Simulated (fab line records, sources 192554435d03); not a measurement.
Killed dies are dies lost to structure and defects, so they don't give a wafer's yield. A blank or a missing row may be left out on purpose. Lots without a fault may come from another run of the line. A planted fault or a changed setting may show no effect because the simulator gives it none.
Split-lot experiment | flow n5_finfet | 7 lots, 39 wafers read, on a route of 1938 steps

THE SPLIT
At N5_BEOL_M14_SPUTTER_43 (material TaN, target thk 15 nm, time 24.19 s), the setting target_thk_a was moved away from the recipe's 150 angstrom on 15 of the 39 wafers read, by -36.9% to +58.8%. The other wafers ran this setting at the recipe's value.

FROM THE SPLIT TO THE READING: what the file shows between them, 4 steps
- N5_BEOL_M14_SPUTTER_44: material Ta, target thk 15 nm, time 24.19 s
- N5_BEOL_M14_SPUTTER_45: material Cu, target thk 100 nm, time 16.67 s
- N5_BEOL_M14_ECD_47: material Cu, target thk 1248 nm
- N5_BEOL_M14_ANNEAL_48: time 90 s

THE READING
barrier_field_endpoint_s, in s, at N5_BEOL_M14_CMP_49 (polishes, stops on SiO2, t overpolish 5.2 s, target thk 560 nm). Fault-free wafers of this fab line usually give 11.5 s, standard deviation 0.34 s.

wafer  | tool, chamber at the split | target_thk_a as run, angstrom | against the recipe | barrier_field_endpoint_s, s | against lot-mates on the recipe
L074.3 | pvd_sputter-02, -          | 199.4                         | +32.9%             | 13.3                        | +2.0
L074.4 | pvd_sputter-02, -          | 199.4                         | +32.9%             | 12.8                        | +1.5
L074.2 | pvd_sputter-02, -          | 150                           | recipe             | 11.6                        | -
L074.1 | pvd_sputter-02, -          | 150                           | recipe             | 11.0                        | -
L074.6 | pvd_sputter-02, -          | 150                           | recipe             | 11.3                        | -
L074.5 | pvd_sputter-02, -          | 199.4                         | +32.9%             | 12.7                        | +1.4
L081.1 | pvd_sputter-02, -          | 150                           | recipe             | 11.2                        | -
L081.2 | pvd_sputter-02, -          | 150                           | recipe             | 11.1                        | -
L081.3 | pvd_sputter-02, -          | 238.2                         | +58.8%             | 15.3                        | +4.2
L081.4 | pvd_sputter-02, -          | 238.2                         | +58.8%             | 15.0                        | +3.9
L081.5 | pvd_sputter-02, -          | 238.2                         | +58.8%             | 15.2                        | +4.1
L081.6 | pvd_sputter-02, -          | 150                           | recipe             | 11.0                        | -
L082.3 | pvd_sputter-03, -          | 150                           | recipe             | 11.2                        | -
L082.4 | pvd_sputter-03, -          | 150                           | recipe             | 11.9                        | -
L082.2 | pvd_sputter-03, -          | 150                           | recipe             | 11.8                        | -
L082.1 | pvd_sputter-03, -          | 150                           | recipe             | 11.7                        | -
L082.5 | pvd_sputter-03, -          | 150                           | recipe             | 11.4                        | -
L082.6 | pvd_sputter-03, -          | 150                           | recipe             | 11.9                        | -
L085.3 | pvd_sputter-03, -          | 150                           | recipe             | 11.3                        | -
L085.1 | pvd_sputter-03, -          | 150                           | recipe             | 11.1                        | -
L085.4 | pvd_sputter-03, -          | 150                           | recipe             | 11.8                        | -
L085.2 | pvd_sputter-03, -          | 197.1                         | +31.4%             | 13.0                        | +1.6
L085.6 | pvd_sputter-03, -          | 197.1                         | +31.4%             | 13.3                        | +1.9
L085.5 | pvd_sputter-03, -          | 197.1                         | +31.4%             | 13.0                        | +1.6
L089.3 | pvd_sputter-01, -          | 94.6                          | -36.9%             | 8.9                         | -2.2
L089.2 | pvd_sputter-01, -          | 94.6                          | -36.9%             | 9.0                         | -2.1
L089.4 | pvd_sputter-01, -          | 150                           | recipe             | 11.7                        | -
L089.1 | pvd_sputter-01, -          | 94.6                          | -36.9%             | 9.0                         | -2.1
L089.5 | pvd_sputter-01, -          | 150                           | recipe             | 11.0                        | -
L089.6 | pvd_sputter-01, -          | 150                           | recipe             | 10.7                        | -
L092.2 | pvd_sputter-01, -          | 150                           | recipe             | 11.7                        | -
L092.3 | pvd_sputter-01, -          | 150                           | recipe             | 12.1                        | -
L092.1 | pvd_sputter-01, -          | 150                           | recipe             | 11.9                        | -
L093.2 | pvd_sputter-03, -          | 181.7                         | +21.1%             | 13.2                        | +1.8
L093.1 | pvd_sputter-03, -          | 150                           | recipe             | 11.2                        | -
L093.4 | pvd_sputter-03, -          | 181.7                         | +21.1%             | 13.0                        | +1.6
L093.3 | pvd_sputter-03, -          | 150                           | recipe             | 11.5                        | -
L093.5 | pvd_sputter-03, -          | 181.7                         | +21.1%             | 13.4                        | +2.0
L093.6 | pvd_sputter-03, -          | 150                           | recipe             | 11.5                        | -

THE FIT
A straight line over all 39 wafers: barrier_field_endpoint_s changes by +0.0617 s for each +1% of target_thk_a; r = +0.97; the points scatter about the line by 0.38 s.
The same after taking each lot's own level away (the mean of its wafers on the recipe; 39 wafers): +0.063 s for each +1%; r = +0.98; scatter 0.32 s.
On that fit, the largest move of target_thk_a shifts the reading by 3.7 s.
The lots' own levels span 11.10 to 11.90 s, that is 2.4 times the standard deviation above.
So the lot-to-lot level changes the slope little: the two slopes agree.
Check: with one of the wafers moved furthest among these (+58.8%) left out of the fit, the line predicts +3.63 s for it against its lot-mates. It came out at +4.2 s against them.

OTHER SPLITS ON THESE WAFERS
These wafers also went through other splits before the reading. Each is held against what the fit with the lots' levels taken away leaves over:
other split on the same wafers     | wafers away from the commonest value | r with barrier_field_endpoint_s (lot level and that fit taken away)
N5_BEOL_M12_ETCH_59 target_depth_a | 15                                   | +0.05

THE WHOLE CHAIN: every reading that the file lists as answering this split, in the file's order
step                   | what it does                                                   | reading                                                                            | change (the file's fit)               | r (the file's)
N5_BEOL_M14_SPUTTER_43 | material TaN, target thk 15 nm, time 24.19 s                   | TaN_of_BEOL_M14_SPUTTER_43.thk_nm (the simulator's own value, which no gauge read) | +0.15 nm for each +1% of the setting  | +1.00
N5_BEOL_M14_CMP_49     | polishes, stops on SiO2, t overpolish 5.2 s, target thk 560 nm | barrier_field_endpoint_s                                                           | +0.0632 s for each +1% of the setting | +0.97

THE FILE'S OWN FIT
barrier_field_endpoint_s changes by +0.0632 s for each +1% of target_thk_a, r = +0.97.
